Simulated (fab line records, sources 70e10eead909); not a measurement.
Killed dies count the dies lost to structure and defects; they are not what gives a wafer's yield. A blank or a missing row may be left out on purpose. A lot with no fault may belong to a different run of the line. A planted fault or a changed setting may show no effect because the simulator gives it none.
The tool behind it: which one? / flow nand-harc / 11 lots with 33 wafers sampled at 5 steps, on a route of 1302 steps

WHAT EACH GAUGE READ, for each wafer
NHARC_END_SORT_01. Usual: killed-at-array 54, standard deviation 18; killed-at-other 0.9, standard deviation 1.2; killed-at-periphery 4.4, standard deviation 2.9; killed-dies 59, standard deviation 18; killed-open 3.2, standard deviation 1.8; killed-short 2.6, standard deviation 1.8.
lot=L684; measured=day 29 00:13; on=prober-02; killed-at-array=675 675 672; killed-at-other=0 0 4; killed-at-periphery=2 2 1; killed-dies=677 677 677; killed-open=3 1 2; killed-short=5 1 2; flag=OFF
lot=L690; measured=day 29 14:12; on=prober-01; killed-at-array=672 670 674; killed-at-other=1 0 0; killed-at-periphery=4 7 3; killed-dies=677 677 677; killed-open=1 4 3; killed-short=3 3 1; flag=OFF

WHAT TOOL EACH LOT RAN ON (gives the tool, then ch and the chambers of the sampled wafers, and finally the start)
lot=L681; NHARC_A_SLIT_ETCH_24=rie-diel-05 ch 0,2,3, day 20 10:15; NHARC_A_SLIT_ETCH_29=rie-diel-05 ch 1,2,3, day 20 15:56; NHARC_A_WL_FILL_ETCHBACK_04=rie-metal-01 ch 0,1, day 21 00:46; NHARC_A_WL_FILL_ETCHBACK_16=rie-diel-02 ch 0,1,2, day 21 11:04
lot=L680; NHARC_A_SLIT_ETCH_24=rie-diel-11 ch 0,1,3, day 20 11:04; NHARC_A_SLIT_ETCH_29=rie-diel-11 ch 2,3, day 20 16:43; NHARC_A_WL_FILL_ETCHBACK_04=rie-metal-03 ch 1, day 21 00:37; NHARC_A_WL_FILL_ETCHBACK_16=rie-diel-07 ch 0,1,2, day 21 11:03
lot=L682; NHARC_A_SLIT_ETCH_24=rie-diel-05 ch 0,2,3, day 20 12:08; NHARC_A_SLIT_ETCH_29=rie-diel-05 ch 2,3, day 20 19:41; NHARC_A_WL_FILL_ETCHBACK_04=rie-metal-01 ch 0,1, day 21 05:41; NHARC_A_WL_FILL_ETCHBACK_16=rie-diel-07 ch 0,1,2, day 21 16:56
lot=L687; NHARC_A_SLIT_ETCH_24=rie-diel-09 ch 1,2, day 23 19:37; NHARC_A_SLIT_ETCH_29=rie-diel-05 ch 0,2,3, day 24 04:48; NHARC_A_WL_FILL_ETCHBACK_04=rie-metal-01 ch 0,1, day 24 15:40; NHARC_A_WL_FILL_ETCHBACK_16=rie-diel-07 ch 0,1,3, day 25 02:29
lot=L684; NHARC_A_SLIT_ETCH_24=rie-diel-11 ch 2,3, day 23 22:21; NHARC_A_SLIT_ETCH_29=rie-diel-09 ch 0,1, day 24 08:32; NHARC_A_WL_FILL_ETCHBACK_04=rie-metal-02 ch 0,1, day 24 17:10; NHARC_A_WL_FILL_ETCHBACK_16=rie-diel-13 ch 0,1,3, day 25 02:34
lot=L690; NHARC_A_SLIT_ETCH_24=rie-diel-05 ch 0,3, day 24 11:55; NHARC_A_SLIT_ETCH_29=rie-diel-09 ch 0,1,3, day 24 17:38; NHARC_A_WL_FILL_ETCHBACK_04=rie-metal-02 ch 0,1, day 25 02:28; NHARC_A_WL_FILL_ETCHBACK_16=rie-diel-07 ch 0,1,3, day 25 12:47
lot=L692; NHARC_A_SLIT_ETCH_24=rie-diel-09 ch 0,1,3, day 25 13:02; NHARC_A_SLIT_ETCH_29=rie-diel-09 ch 0,2,3, day 25 19:50; NHARC_A_WL_FILL_ETCHBACK_04=rie-metal-02 ch 0,1, day 26 04:29; NHARC_A_WL_FILL_ETCHBACK_16=rie-diel-07 ch 1,2,3, day 26 14:35
lot=L697; NHARC_A_SLIT_ETCH_24=rie-diel-09 ch 0,3, day 26 04:02; NHARC_A_SLIT_ETCH_29=rie-diel-09 ch 0,2,3, day 26 11:34; NHARC_A_WL_FILL_ETCHBACK_04=rie-metal-03 ch 0,1, day 26 21:34; NHARC_A_WL_FILL_ETCHBACK_16=rie-diel-07 ch 0,2,3, day 27 08:03
lot=L699; NHARC_A_SLIT_ETCH_24=rie-diel-05 ch 1,2,3, day 27 22:50; NHARC_A_SLIT_ETCH_29=rie-diel-11 ch 0,1,3, day 28 04:28; NHARC_A_WL_FILL_ETCHBACK_04=rie-metal-02 ch 0,1, day 28 12:58; NHARC_A_WL_FILL_ETCHBACK_16=rie-diel-02 ch 1,3, day 29 00:14
lot=L701; NHARC_A_SLIT_ETCH_24=rie-diel-05 ch 0,3, day 29 10:47; NHARC_A_SLIT_ETCH_29=rie-diel-05 ch 1,3, day 29 16:29; NHARC_A_WL_FILL_ETCHBACK_04=rie-metal-02 ch 0,1, day 30 01:32; NHARC_A_WL_FILL_ETCHBACK_16=rie-diel-02 ch 0,1, day 30 11:25
lot=L702; NHARC_A_SLIT_ETCH_24=rie-diel-11 ch 0,3, day 29 12:42; NHARC_A_SLIT_ETCH_29=rie-diel-11 ch 0,3, day 29 18:23; NHARC_A_WL_FILL_ETCHBACK_04=rie-metal-01 ch 0,1, day 30 01:25; NHARC_A_WL_FILL_ETCHBACK_16=rie-diel-13 ch 0,3, day 30 11:25
- NHARC_A_SLIT_ETCH_24: etches the open film in CF4/CHF3, target depth 121 nm, time 60.5 s.
- NHARC_A_SLIT_ETCH_29: etches the open film in CF4/O2, target depth 100 nm, overetch 10 nm, time 55 s.
- NHARC_A_WL_FILL_ETCHBACK_04: etches the open film in NF3, target depth 60 nm, time 120 s.
- NHARC_A_WL_FILL_ETCHBACK_16: etches the open film in C4F8/O2/Ar, target depth 120 nm, time 24 s.

AS READ BY THE TOOLS THEMSELVES (means over the sampled wafers that have a number; for cases with no such wafer, the mark the record gives instead)
NHARC_A_SLIT_ETCH_24. Usual: drypump-motor-current-A 5.8 A, standard deviation 0.44; oes-product-au 0.952 a.u., standard deviation 0.021; rf-vpp-V 369.9 V, standard deviation 2.3; showerhead-plenum-p-Torr 1.55 Torr, standard deviation 0.061; throttle-valve-pct 16.802 %, standard deviation 0.0091.
lot=L681; tool=rie-diel-05; drypump-motor-current-A (A)=5.7; oes-product-au (a.u.)=0.927; rf-vpp-V (V)=369.4; showerhead-plenum-p-Torr (Torr)=1.55; throttle-valve-pct (%)=16.809; flag=
lot=L680; tool=rie-diel-11; drypump-motor-current-A (A)=5.9; oes-product-au (a.u.)=0.914; rf-vpp-V (V)=370.6; showerhead-plenum-p-Torr (Torr)=1.58; throttle-valve-pct (%)=16.803; flag=
lot=L682; tool=rie-diel-05; drypump-motor-current-A (A)=5.7; oes-product-au (a.u.)=0.951; rf-vpp-V (V)=369.4; showerhead-plenum-p-Torr (Torr)=1.55; throttle-valve-pct (%)=16.804; flag=
lot=L687; tool=rie-diel-09; drypump-motor-current-A (A)=5.6; oes-product-au (a.u.)=0.970; rf-vpp-V (V)=370.0; showerhead-plenum-p-Torr (Torr)=1.56; throttle-valve-pct (%)=16.812; flag=
lot=L684; tool=rie-diel-11; drypump-motor-current-A (A)=5.7; oes-product-au (a.u.)=0.956; rf-vpp-V (V)=370.7; showerhead-plenum-p-Torr (Torr)=1.58; throttle-valve-pct (%)=16.798; flag=
lot=L690; tool=rie-diel-05; drypump-motor-current-A (A)=6.0; oes-product-au (a.u.)=0.930; rf-vpp-V (V)=367.9; showerhead-plenum-p-Torr (Torr)=1.52; throttle-valve-pct (%)=16.806; flag=
lot=L692; tool=rie-diel-09; drypump-motor-current-A (A)=6.0; oes-product-au (a.u.)=0.975; rf-vpp-V (V)=368.0; showerhead-plenum-p-Torr (Torr)=1.52; throttle-valve-pct (%)=16.800; flag=
lot=L697; tool=rie-diel-09; drypump-motor-current-A (A)=6.3; oes-product-au (a.u.)=0.936; rf-vpp-V (V)=368.0; showerhead-plenum-p-Torr (Torr)=1.49; throttle-valve-pct (%)=16.798; flag=
lot=L699; tool=rie-diel-05; drypump-motor-current-A (A)=5.6; oes-product-au (a.u.)=0.956; rf-vpp-V (V)=369.6; showerhead-plenum-p-Torr (Torr)=1.54; throttle-valve-pct (%)=16.802; flag=
lot=L701; tool=rie-diel-05; drypump-motor-current-A (A)=6.0; oes-product-au (a.u.)=0.971; rf-vpp-V (V)=369.3; showerhead-plenum-p-Torr (Torr)=1.57; throttle-valve-pct (%)=16.802; flag=
lot=L702; tool=rie-diel-11; drypump-motor-current-A (A)=6.0; oes-product-au (a.u.)=0.969; rf-vpp-V (V)=373.1; showerhead-plenum-p-Torr (Torr)=1.62; throttle-valve-pct (%)=16.800; flag=

NHARC_A_SLIT_ETCH_29. Usual: drypump-motor-current-A 5.9 A, standard deviation 0.47; oes_f_703_au 1.000 a.u., standard deviation 0.0041; oes-product-au 0.998 a.u., standard deviation 0.01; rf-vpp-V 197.4 V, standard deviation 1.3; showerhead-plenum-p-Torr 1.32 Torr, standard deviation 0.049; throttle-valve-pct 13.397 %, standard deviation 0.0088.
lot=L681; tool=rie-diel-05; drypump-motor-current-A (A)=5.5; oes_f_703_au (a.u.)=1.003; oes-product-au (a.u.)=0.997; rf-vpp-V (V)=197.9; showerhead-plenum-p-Torr (Torr)=1.30; throttle-valve-pct (%)=13.389; flag=
lot=L680; tool=rie-diel-11; drypump-motor-current-A (A)=5.7; oes_f_703_au (a.u.)=1.002; oes-product-au (a.u.)=0.996; rf-vpp-V (V)=197.7; showerhead-plenum-p-Torr (Torr)=1.34; throttle-valve-pct (%)=13.400; flag=
lot=L682; tool=rie-diel-05; drypump-motor-current-A (A)=5.7; oes_f_703_au (a.u.)=0.999; oes-product-au (a.u.)=1.012; rf-vpp-V (V)=196.6; showerhead-plenum-p-Torr (Torr)=1.27; throttle-valve-pct (%)=13.401; flag=
lot=L687; tool=rie-diel-05; drypump-motor-current-A (A)=5.7; oes_f_703_au (a.u.)=1.002; oes-product-au (a.u.)=1.000; rf-vpp-V (V)=197.5; showerhead-plenum-p-Torr (Torr)=1.31; throttle-valve-pct (%)=13.401; flag=
lot=L684; tool=rie-diel-09; drypump-motor-current-A (A)=5.9; oes_f_703_au (a.u.)=0.997; oes-product-au (a.u.)=1.005; rf-vpp-V (V)=196.4; showerhead-plenum-p-Torr (Torr)=1.26; throttle-valve-pct (%)=13.400; flag=
lot=L690; tool=rie-diel-09; drypump-motor-current-A (A)=6.0; oes_f_703_au (a.u.)=1.001; oes-product-au (a.u.)=0.996; rf-vpp-V (V)=197.1; showerhead-plenum-p-Torr (Torr)=1.29; throttle-valve-pct (%)=13.401; flag=
lot=L692; tool=rie-diel-09; drypump-motor-current-A (A)=6.3; oes_f_703_au (a.u.)=1.000; oes-product-au (a.u.)=0.994; rf-vpp-V (V)=197.1; showerhead-plenum-p-Torr (Torr)=1.31; throttle-valve-pct (%)=13.404; flag=
lot=L697; tool=rie-diel-09; drypump-motor-current-A (A)=6.3; oes_f_703_au (a.u.)=1.001; oes-product-au (a.u.)=0.997; rf-vpp-V (V)=196.9; showerhead-plenum-p-Torr (Torr)=1.31; throttle-valve-pct (%)=13.399; flag=
lot=L699; tool=rie-diel-11; drypump-motor-current-A (A)=5.9; oes_f_703_au (a.u.)=0.998; oes-product-au (a.u.)=0.979; rf-vpp-V (V)=197.4; showerhead-plenum-p-Torr (Torr)=1.34; throttle-valve-pct (%)=13.401; flag=
lot=L701; tool=rie-diel-05; drypump-motor-current-A (A)=5.9; oes_f_703_au (a.u.)=0.999; oes-product-au (a.u.)=0.998; rf-vpp-V (V)=197.1; showerhead-plenum-p-Torr (Torr)=1.28; throttle-valve-pct (%)=13.393; flag=
lot=L702; tool=rie-diel-11; drypump-motor-current-A (A)=5.9; oes_f_703_au (a.u.)=0.997; oes-product-au (a.u.)=0.985; rf-vpp-V (V)=198.1; showerhead-plenum-p-Torr (Torr)=1.38; throttle-valve-pct (%)=13.396; flag=

NHARC_A_WL_FILL_ETCHBACK_04. Usual: chamber-pressure-mTorr 300.00 mTorr, standard deviation 0.28; drypump-motor-current-A 5.4 A, standard deviation 0.45; he-backside-leak-sccm 3.37 sccm, standard deviation 0.19; oes-product-au 0.997 a.u., standard deviation 0.0093.
lot=L681; tool=rie-metal-01; chamber-pressure-mTorr (mTorr)=299.90; drypump-motor-current-A (A)=5.3; he-backside-leak-sccm (sccm)=3.53; oes-product-au (a.u.)=1.001; flag=
lot=L680; tool=rie-metal-03; chamber-pressure-mTorr (mTorr)=300.22; drypump-motor-current-A (A)=4.9; he-backside-leak-sccm (sccm)=3.17; oes-product-au (a.u.)=0.993; flag=
lot=L682; tool=rie-metal-01; chamber-pressure-mTorr (mTorr)=299.94; drypump-motor-current-A (A)=5.1; he-backside-leak-sccm (sccm)=3.49; oes-product-au (a.u.)=0.997; flag=
lot=L687; tool=rie-metal-01; chamber-pressure-mTorr (mTorr)=299.92; drypump-motor-current-A (A)=5.3; he-backside-leak-sccm (sccm)=3.51; oes-product-au (a.u.)=1.006; flag=
lot=L684; tool=rie-metal-02; chamber-pressure-mTorr (mTorr)=299.87; drypump-motor-current-A (A)=6.1; he-backside-leak-sccm (sccm)=3.30; oes-product-au (a.u.)=0.991; flag=
lot=L690; tool=rie-metal-02; chamber-pressure-mTorr (mTorr)=299.93; drypump-motor-current-A (A)=6.0; he-backside-leak-sccm (sccm)=3.48; oes-product-au (a.u.)=0.997; flag=
lot=L692; tool=rie-metal-02; chamber-pressure-mTorr (mTorr)=299.91; drypump-motor-current-A (A)=6.1; he-backside-leak-sccm (sccm)=3.21; oes-product-au (a.u.)=0.990; flag=
lot=L697; tool=rie-metal-03; chamber-pressure-mTorr (mTorr)=299.78; drypump-motor-current-A (A)=5.3; he-backside-leak-sccm (sccm)=3.34; oes-product-au (a.u.)=0.998; flag=
lot=L699; tool=rie-metal-02; chamber-pressure-mTorr (mTorr)=299.63; drypump-motor-current-A (A)=6.1; he-backside-leak-sccm (sccm)=3.32; oes-product-au (a.u.)=0.993; flag=
lot=L701; tool=rie-metal-02; chamber-pressure-mTorr (mTorr)=300.11; drypump-motor-current-A (A)=6.1; he-backside-leak-sccm (sccm)=3.17; oes-product-au (a.u.)=0.996; flag=
lot=L702; tool=rie-metal-01; chamber-pressure-mTorr (mTorr)=300.17; drypump-motor-current-A (A)=5.1; he-backside-leak-sccm (sccm)=3.44; oes-product-au (a.u.)=1.000; flag=

NHARC_A_WL_FILL_ETCHBACK_16. Usual: bias-w 800.0 W, standard deviation 2.4; chamber-pressure-mTorr 25.004 mTorr, standard deviation 0.022; oes-product-au 0.977 a.u., standard deviation 0.03; rf-vpp-V 723 V, standard deviation 4.2.
lot=L681; tool=rie-diel-02; bias-w (W)=799.0; chamber-pressure-mTorr (mTorr)=25.007; oes-product-au (a.u.)=0.989; rf-vpp-V (V)=723; flag=
lot=L680; tool=rie-diel-07; bias-w (W)=801.4; chamber-pressure-mTorr (mTorr)=25.010; oes-product-au (a.u.)=0.995; rf-vpp-V (V)=721; flag=
lot=L682; tool=rie-diel-07; bias-w (W)=800.9; chamber-pressure-mTorr (mTorr)=24.993; oes-product-au (a.u.)=0.996; rf-vpp-V (V)=722; flag=
lot=L687; tool=rie-diel-07; bias-w (W)=797.3; chamber-pressure-mTorr (mTorr)=24.998; oes-product-au (a.u.)=0.921; rf-vpp-V (V)=721; flag=
lot=L684; tool=rie-diel-13; bias-w (W)=-; chamber-pressure-mTorr (mTorr)=-; oes-product-au (a.u.)=-; rf-vpp-V (V)=-; flag=OFF
lot=L690; tool=rie-diel-07; bias-w (W)=-; chamber-pressure-mTorr (mTorr)=-; oes-product-au (a.u.)=-; rf-vpp-V (V)=-; flag=OFF
lot=L692; tool=rie-diel-07; bias-w (W)=801.7; chamber-pressure-mTorr (mTorr)=25.008; oes-product-au (a.u.)=0.993; rf-vpp-V (V)=724; flag=
lot=L697; tool=rie-diel-07; bias-w (W)=800.8; chamber-pressure-mTorr (mTorr)=25.014; oes-product-au (a.u.)=0.973; rf-vpp-V (V)=725; flag=
lot=L699; tool=rie-diel-02; bias-w (W)=801.3; chamber-pressure-mTorr (mTorr)=25.005; oes-product-au (a.u.)=0.996; rf-vpp-V (V)=721; flag=
lot=L701; tool=rie-diel-02; bias-w (W)=798.5; chamber-pressure-mTorr (mTorr)=25.005; oes-product-au (a.u.)=0.990; rf-vpp-V (V)=721; flag=
lot=L702; tool=rie-diel-13; bias-w (W)=802.6; chamber-pressure-mTorr (mTorr)=25.011; oes-product-au (a.u.)=0.996; rf-vpp-V (V)=719; flag=

THE ANSWER, worked out from the rows above alone
Rule: a lot is off if the mean of its wafers that have a number lies more than 3 standard deviations from the usual mean. A lot without any number at a reading at which 4 lots or more have one is off too. All remaining lots with rows at the step are treated as sound. The gauges are gone through in route order, then the tools' own readings, and for those a lot's mean is taken as printed above. The first step at which some lot is off is used, and at that step the reading that is off furthest; a lot without a number counts as furthest.
Off: L684, L690, at NHARC_END_SORT_01 (killed-at-array). Neither off nor sound, because the step has no rows for them: L681, L680, L682, L687, L692, L697, L699, L701, L702.
A tool fits if, at a process step before that reading, it ran every lot that is off, and no sound lot after the first of them. The gauges at NHARC_END_SORT_01 aren't tried: what is off there is off at NHARC_A_WL_FILL_ETCHBACK_16 too, on other tools, and a gauge's error can't cause that. Can't be told from this: 2 tools fit, rie-diel-09 at NHARC_A_SLIT_ETCH_29, rie-metal-02 at NHARC_A_WL_FILL_ETCHBACK_04.

WHAT HAD BEEN PUT IN BY THE SIMULATOR
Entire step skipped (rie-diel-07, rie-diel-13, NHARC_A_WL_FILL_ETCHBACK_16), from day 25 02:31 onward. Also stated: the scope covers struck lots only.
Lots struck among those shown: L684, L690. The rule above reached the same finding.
